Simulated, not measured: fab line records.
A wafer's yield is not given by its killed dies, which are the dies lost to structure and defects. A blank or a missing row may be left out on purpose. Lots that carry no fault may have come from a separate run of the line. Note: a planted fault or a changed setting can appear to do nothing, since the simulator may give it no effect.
8D (eight disciplines) problem report, filled in by code + flow n5-finfet + the parts of the form that need people (team, actions taken, sign-off) are left out

1. THE PROBLEM
Mean CJ_P at N5_BEOL_M4_RC_MEAS_101: 4.25 over 2 wafers in 2 lots; fault-free wafers: 5.78, standard deviation 0.13. Relative to the usual mean, that is a shift of -12 standard deviations.
The first sign was on wafer L342.4 at day 12 21:04, on prober-02. The record has a number at this step for 12 wafers belonging to 4 lots. By rule, "out" or "out of limits" means more than 4 standard deviations away from the usual mean. The rest of the wafers with a number are treated as sound.

2. WHAT IT IS, WHAT IT ISN'T
| question                    | is                | is not                                                             |
|-----------------------------|-------------------|--------------------------------------------------------------------|
| which readings at this step | CJ_P, ION_P       | DIBL_N, DIBL_P, IOFF_P, ION_N, SS_N, SS_P, VT_N                    |
| which lots                  | L342, L345        | L326, L335                                                         |
| which wafers of those lots  | L342.4, L345.3    | L342.2, L342.5, L345.1, L345.2                                     |
| read on which gauges        | prober-02         | prober-01                                                          |
| when                        | from day 12 21:04 | up to then (8 sound wafers); but 2 sound wafers of L345 came after |

3. THE SUSPECTS, EACH WITH WHAT RULES IT OUT
Counting: a tool at a process step up to the reading stays a suspect if it ran every lot that is out. Sound lots after the first of them don't rule it out here, since some wafers of a struck lot are sound.
- the gauge at N5_BEOL_M4_RC_MEAS_101: kept. All the wafers that are out were read on prober-02, and no step on other tools shows them out.
- rie-si-05 at N5_SD_EPI_P_SD_RECESS_17 (chemistry HBr/Cl2/O2, target depth 39.1 nm, bt time 3 s): kept. Ran every lot that is out, first one L342 (day 8 00:20); last sound lot up to then L326 (day 4 02:18).
- Within rie-si-05 at N5_SD_EPI_P_SD_RECESS_17: the wafers that are out ran in chamber 0; their sound lot-mates ran in chambers 1, 2, 3.
After counting, rie-si-05 at N5_SD_EPI_P_SD_RECESS_17 and prober-02 at N5_BEOL_M4_RC_MEAS_101 remain.

4. THE CAUSE (what the simulator had put in)
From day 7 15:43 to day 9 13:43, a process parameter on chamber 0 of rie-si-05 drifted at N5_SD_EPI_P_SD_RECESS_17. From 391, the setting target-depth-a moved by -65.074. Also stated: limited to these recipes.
This tool is one of the 2 suspects left after counting.

5. SEQUENCE OF EFFECTS, ordered by route
Each row: a reading where the mean over the struck wafers with a number is more than 3 standard deviations away from the usual. Readings are gone through only where the record gives a usual standard deviation; hours: the median, over the lots, of the time from a lot's start at the first step in this table giving one to that lot's start at this step; sigmas: the change measured in usual standard deviations.
| hours | step                   | reading | usual        | on struck wafers | change | sigmas |
|-------|------------------------|---------|--------------|------------------|--------|--------|
| 0     | N5_BEOL_M4_RC_MEAS_101 | CJ_P    | 5.78         | 4.25             | -1.53  | -12    |
| 0     | N5_BEOL_M4_RC_MEAS_101 | ION_P   | 465 uA/um    | 436              | -28    | -4.2   |
| 0     | N5_BEOL_M4_RC_MEAS_101 | REXT_P  | 100.1 ohm.um | 108.5            | +8.5   | +3.4   |

6. HOW IT WOULD HAVE BEEN CAUGHT EARLIER
125 hours passed between the start of the fault at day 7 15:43 and the first reading out of limits at a measuring or inspecting step in this record, taken at day 12 21:04.
No tool reading at N5_SD_EPI_P_SD_RECESS_17 that has a usual standard deviation in the record was out on any struck wafer, so an alarm limit of 4 standard deviations on those readings would not have fired.
Each of the lots that are out, 2 in all, had begun N5_SD_EPI_P_SD_RECESS_17 on rie-si-05 no later than day 12 21:04. Tool hold at that time: it would have spared none of them.
